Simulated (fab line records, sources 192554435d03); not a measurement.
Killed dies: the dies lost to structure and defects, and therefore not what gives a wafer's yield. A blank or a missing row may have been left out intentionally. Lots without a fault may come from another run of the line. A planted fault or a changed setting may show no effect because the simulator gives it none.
Matching of chambers || flow n5 finfet || rie diel-06 running N5_BEOL_M9_ETCH_76: 3 sister chambers
The step etches underlayer in N2/H2, target depth 6.5 nm, time 5.2 s. 3 wafers are shown with their chamber, then 6 later ones without.

## WAFERS WITH THEIR CHAMBER
{"wafer": "L081.2", "chamber": 1, "drypump motor current A (A)": 6.0}
{"wafer": "L088.5", "chamber": 2, "drypump motor current A (A)": 5.0}
{"wafer": "L090.2", "chamber": 3, "drypump motor current A (A)": 4.9}

## WAFERS WITH NO CHAMBER GIVEN
{"wafer": "L090.5", "drypump motor current A (A)": 4.9}
{"wafer": "L093.1", "drypump motor current A (A)": 5.9}
{"wafer": "L093.3", "drypump motor current A (A)": 4.9}
{"wafer": "L095.4", "drypump motor current A (A)": 5.9}
{"wafer": "L095.5", "drypump motor current A (A)": 5.0}
{"wafer": "L095.6", "drypump motor current A (A)": 4.9}

## CHAMBER TAKEN BY EACH
{"wafer": "L090.5", "from the rows above": "can't be placed: 3 or 2", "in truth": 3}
{"wafer": "L093.1", "from the rows above": 1, "in truth": 1}
{"wafer": "L093.3", "from the rows above": "can't be placed: 3 or 2", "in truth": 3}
{"wafer": "L095.4", "from the rows above": 1, "in truth": 1}
{"wafer": "L095.5", "from the rows above": "can't be placed: 2 or 3", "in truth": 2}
{"wafer": "L095.6", "from the rows above": "can't be placed: 3 or 2", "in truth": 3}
Correctly placed: 2 of 6. Cannot be placed on the basis of these rows: 4; the candidates contain the true chamber in 4. Number placed wrongly: 0.
How it was worked out, from the rows above alone: a wafer's distance from a chamber is the root of the sum, over the readings, of the square of ((its reading less the chamber's mean) divided by the reading's scatter). If the next closest chamber is less than 2 further off than the closest, the wafer can't be placed; otherwise it belongs to the closest. A chamber's mean is the mean of its shown wafers. The scatter: root of mean squared gap, hidden wafer to nearest shown wafer, with one shown wafer a chamber.
